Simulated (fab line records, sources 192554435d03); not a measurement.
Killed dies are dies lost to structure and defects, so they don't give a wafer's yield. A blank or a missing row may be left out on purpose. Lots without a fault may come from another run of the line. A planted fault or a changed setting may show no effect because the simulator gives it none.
Which tool did it? | flow n5_finfet | 12 lots, 36 wafers sampled, at 5 steps of a route of 1938

WHAT THE GAUGES READ, wafer by wafer
N5_BEOL_M5_RS_MEAS_57: measures by four-point-probe.
lot  | measured     | on            | M5_RS (ohm/sq)
L076 | day 9 06:50  | film_metro-02 | 0.395 0.379 0.404
L078 | day 10 05:04 | film_metro-02 | 0.377 0.381 0.376
L083 | day 11 04:31 | film_metro-02 | 0.389 0.412 0.398
L081 | day 11 09:56 | film_metro-01 | 0.378 0.379 0.387
L082 | day 11 19:48 | film_metro-02 | 0.385 0.385 0.398
L087 | day 12 02:17 | film_metro-02 | 0.389 0.387 0.395
L086 | day 12 18:25 | film_metro-02 | 0.389 0.379 0.394
L088 | day 13 04:10 | film_metro-02 | 0.393 0.392 0.384
L091 | day 13 23:23 | film_metro-01 | 0.378 0.369 0.378
L093 | day 14 04:58 | film_metro-01 | 0.387 0.387 0.395
L094 | day 14 11:20 | film_metro-01 | 0.398 0.388 0.380
L097 | day 15 09:49 | film_metro-02 | 0.388 0.370 0.381

WHICH TOOL RAN EACH LOT (tool, then ch and the chambers of the sampled wafers, then the start)
lot  | N5_BEOL_M5_DESCUM_33               | N5_BEOL_M5_STRIP_91                           | N5_BEOL_M5_ALD_86                   | N5_BEOL_M5_CO_CAP_78
L076 | rie_diel-05 ch 1,3, day 8 23:51    | rie_diel-05 ch 1,3, day 9 00:53 or earlier    | ald_metal-02 ch 0,1, day 9 00:53    | cvd_co-01 ch 1,2, day 9 06:37
L078 | rie_diel-05 ch 0,1, day 9 21:55    | rie_diel-05 ch 0,1, day 9 23:07 or earlier    | ald_metal-03 ch 0,1,2, day 9 23:07  | cvd_co-02 ch 0,1, day 10 04:53
L083 | rie_diel-04 ch 0,1,3, day 10 20:47 | rie_diel-04 ch 0,1,3, day 10 22:27 or earlier | ald_metal-02 ch 0,3, day 10 22:27   | cvd_co-01 ch 1,2, day 11 04:20
L081 | rie_diel-02 ch 0,1,2, day 10 23:17 | rie_diel-02 ch 0,1,2, day 11 03:58 or earlier | ald_metal-02 ch 1,2, day 11 03:58   | cvd_co-01 ch 1,2, day 11 09:45
L082 | rie_diel-04 ch 1,2, day 11 12:29   | rie_diel-04 ch 1,2, day 11 13:49 or earlier   | ald_metal-03 ch 0,3, day 11 13:49   | cvd_co-01 ch 1,2, day 11 19:37
L087 | rie_diel-04 ch 0,1, day 11 18:48   | rie_diel-04 ch 0,1, day 11 20:13 or earlier   | ald_metal-01 ch 0,1,2, day 11 20:13 | cvd_co-02 ch 0,1,2, day 12 02:06
L086 | rie_diel-04 ch 0,1,3, day 12 10:48 | rie_diel-04 ch 0,1,3, day 12 11:53 or earlier | ald_metal-01 ch 0,1,2, day 12 11:53 | cvd_co-01 ch 1,2, day 12 18:13
L088 | rie_diel-02 ch 0,1,2, day 12 20:07 | rie_diel-02 ch 0,1,2, day 12 21:22 or earlier | ald_metal-03 ch 0,2,3, day 12 21:22 | cvd_co-02 ch 0,1,2, day 13 03:57
L091 | rie_diel-04 ch 0,2,3, day 13 16:04 | rie_diel-04 ch 0,2,3, day 13 17:22 or earlier | ald_metal-03 ch 0,1,2, day 13 17:22 | cvd_co-02 ch 0,2, day 13 23:11
L093 | rie_diel-05 ch 0,1, day 13 19:37   | rie_diel-05 ch 0,1, day 13 22:37 or earlier   | ald_metal-02 ch 1,3, day 13 22:37   | cvd_co-01 ch 0,1,2, day 14 04:47
L094 | rie_diel-05 ch 1,2, day 14 01:38   | rie_diel-05 ch 1,2, day 14 03:08 or earlier   | ald_metal-01 ch 0,2, day 14 03:08   | cvd_co-02 ch 1,2, day 14 11:07
L097 | rie_diel-05 ch 1,2,3, day 15 02:24 | rie_diel-05 ch 1,2,3, day 15 03:35 or earlier | ald_metal-03 ch 1,3, day 15 03:35   | cvd_co-02 ch 0,1, day 15 09:37
- N5_BEOL_M5_DESCUM_33: chemistry O2, time 7 s.
- N5_BEOL_M5_STRIP_91: strips in N2/H2, time 10 s.
- N5_BEOL_M5_ALD_86: deposits TaN, pulse time 2 s, purge time 3 s, co reactant purge time 2 s.
- N5_BEOL_M5_CO_CAP_78: material Co, precursor CCTBA/H2, target thk 2 nm, time 102.1 s.

THE ANSWER, worked out from the rows above alone
Rule: what is usual is taken from the lots themselves. Put in order of their means at a reading, lots are off if they are a third of the lots or fewer, leave a main group of 4 or more, and stand apart from it by a gap of 3 or more times the standard deviation of the main group's means; of several such gaps the widest counts. A main group whose means are all the same, to the digits that the tables above print for the reading, isn't used. A lot without any number at a reading at which 4 lots or more have one is off too. The other lots that the step has rows for count as sound.
No lot is off at any reading shown: from this, nothing can be told.

WHAT THE SIMULATOR HAD PUT IN
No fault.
